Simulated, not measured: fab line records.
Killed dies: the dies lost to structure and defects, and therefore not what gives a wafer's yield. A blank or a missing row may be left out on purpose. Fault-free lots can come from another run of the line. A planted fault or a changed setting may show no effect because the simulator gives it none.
Matching of chambers | flow nand-harc | pecvd-04 running NHARC_A_STAIRCASE_DEP_259: 3 sister chambers
The step deposits SiON, target thk 30 nm. 24 wafers are shown with their chamber, then 12 later ones without.

## EACH WAFER AND ITS CHAMBER
wafer  | chamber | heater-power-w (W)
L075.2 | 1       | 579
L075.3 | 0       | 589
L075.4 | 2       | 761
L079.1 | 0       | 695
L079.4 | 2       | 766
L079.6 | 0       | 680
L079.2 | 1       | 587
L079.3 | 2       | 778
L079.5 | 1       | 576
L080.1 | 2       | 809
L080.5 | 0       | 661
L080.6 | 2       | 803
L083.1 | 0       | 691
L083.2 | 2       | 802
L083.5 | 1       | 608
L088.1 | 0       | 718
L088.4 | 0       | 734
L088.5 | 0       | 741
L088.2 | 2       | 716
L088.3 | 2       | 719
L088.6 | 2       | 724
L091.1 | 1       | 603
L091.2 | 0       | 630
L091.3 | 2       | 729

SIGNATURES (averages over the wafers above)
reading        | chamber 0 | chamber 1 | chamber 2 | scatter within a chamber
heater-power-w | 682.11    | 590.60    | 760.70    | 39.4
Rule: for a wafer and a chamber, the distance is found by dividing, reading by reading, the gap between the wafer's reading and the chamber's mean by the reading's scatter, squaring, summing and taking the root. The wafer belongs to the nearest chamber; if the next one is less than 2 further off, it can't be placed. How the scatter is found: for the shown wafers, subtract from each reading the mean of its chamber, square and add these, divide the total by (wafers less chambers), then take the root.

## WAFERS MISSING THEIR CHAMBER
wafer  | heater-power-w (W)
L094.2 | 525
L094.4 | 818
L094.5 | 595
L095.3 | 503
L095.4 | 761
L095.5 | 695
L093.1 | 689
L093.3 | 582
L093.6 | 589
L097.3 | 764
L097.4 | 736
L097.6 | 705

## EACH ONE'S CHAMBER
wafer  | from the rows above     | in truth
L094.2 | 1                       | 1
L094.4 | can't be placed: 2 or 0 | 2
L094.5 | 1                       | 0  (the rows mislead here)
L095.3 | 1                       | 1
L095.4 | can't be placed: 2 or 0 | 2
L095.5 | can't be placed: 0 or 2 | 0
L093.1 | can't be placed: 0 or 2 | 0
L093.3 | 1                       | 1
L093.6 | 1                       | 1
L097.3 | can't be placed: 2 or 0 | 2
L097.4 | can't be placed: 2 or 0 | 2
L097.6 | can't be placed: 0 or 2 | 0
Correct placement for 4 of the 12. Cannot be placed on the basis of these rows: 7; the candidates contain the true chamber in 7. 1 placed wrongly.
